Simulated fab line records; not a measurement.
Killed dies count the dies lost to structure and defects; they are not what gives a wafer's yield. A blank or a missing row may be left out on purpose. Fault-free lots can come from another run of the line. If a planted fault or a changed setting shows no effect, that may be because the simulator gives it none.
Split-lot study	flow n5 finfet	7 lots, 21 wafers read, on a route of 1938 steps

## ON THE SPLIT
At N5_BEOL_M5_PECVD_70 (deposits SiO2 from TEOS/O2, target thk 16 nm, time 18 s), the setting temp c was moved away from the recipe's 400 C on 6 of the 21 wafers read, by -4.3% to +3.3%. For the rest of the wafers, this setting stayed at what the recipe calls for.

Reading taken at the split's own step.

## THE READING
SiO2_of_BEOL_M5_PECVD_70.thk nm (the simulator's own value, which no gauge read), in nm, at N5_BEOL_M5_PECVD_70 (deposits SiO2 from TEOS/O2, target thk 16 nm, time 18 s). The file gives no usual value for it. The 15 wafers here that ran the recipe average 16.1 nm, standard deviation 0.25 nm.

wafer	tool, chamber at the split	temp c as run, C	against the recipe	SiO2_of_BEOL_M5_PECVD_70.thk nm, nm	against lot-mates on the recipe
L088.3	pecvd-03, 0,2	400	recipe	16	-
L088.5	pecvd-03, 0,2	400	recipe	16	-
L088.6	pecvd-03, 1	400	recipe	16.4	-
L089.2	pecvd-01, 1	383.2	-4.2%	17.4	+1.4
L089.5	pecvd-01, 2	400	recipe	16.2	-
L089.6	pecvd-01, 1	400	recipe	15.8	-
L090.4	pecvd-03, 0	382.7	-4.3%	17.6	+1.6
L090.5	pecvd-03, 2	382.7	-4.3%	17.8	+1.8
L090.6	pecvd-03, 1	400	recipe	16	-
L091.3	pecvd-04, 0	400	recipe	16	-
L091.4	pecvd-04, 2	400	recipe	16.6	-
L091.5	pecvd-04, 0	400	recipe	16.2	-
L092.2	pecvd-04, 1	413.4	+3.3%	14	-1.6
L092.4	pecvd-04, 1	400	recipe	15.6	-
L092.5	pecvd-04, 0	413.4	+3.3%	14.6	-1.0
L093.3	pecvd-03, 0	400	recipe	16	-
L093.4	pecvd-03, 0	400	recipe	16.2	-
L093.5	pecvd-03, 1	400	recipe	16.4	-
L094.1	pecvd-01, 1	400	recipe	15.8	-
L094.5	pecvd-01, 1	391.9	-2.0%	16.6	+0.6
L094.6	pecvd-01, 2	400	recipe	16.2	-
If several chambers appear in one row, that row covers several wafers at once and the file leaves open which wafer was in which chamber.

FIT RESULTS
A straight line over all 21 wafers: SiO2_of_BEOL_M5_PECVD_70.thk nm changes by -0.406 nm for each +1% of temp c; r = -0.94; the points scatter about the line by 0.3 nm.
The same after taking each lot's own level away (the mean of its wafers on the recipe; 21 wafers): -0.375 nm for each +1%; r = -0.97; scatter 0.21 nm.
The reading moves by 1.6 nm for the largest change in temp c, on that fit.
Measured against the standard deviation above, the lots' own levels, which go from 15.60 to 16.27 nm, span 2.6 times it.
The two slopes agree, so the slope changes little with the lot-to-lot level.
Check: with one of the wafers moved furthest among these (-4.3%) left out of the fit, the line predicts +1.61 nm for it against its lot-mates. Against them it came out at +1.6 nm.

## OTHER SPLITS ON THESE WAFERS
Other splits were also applied to these wafers ahead of the reading. Each is held against what the fit with the lots' levels taken away leaves over:
other split on the same wafers	wafers away from the commonest value	r with SiO2_of_BEOL_M5_PECVD_70.thk nm (lot level and that fit taken away)
N5_BEOL_M4_EXPOSE_08 dose mj	6	-0.37
N5_BEOL_M5_ILD_DEP_00 time s	8	-0.01

## THE FILE'S OWN FIT
SiO2_of_BEOL_M5_PECVD_70.thk nm changes by -0.364 nm for each +1% of temp c, r = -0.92.
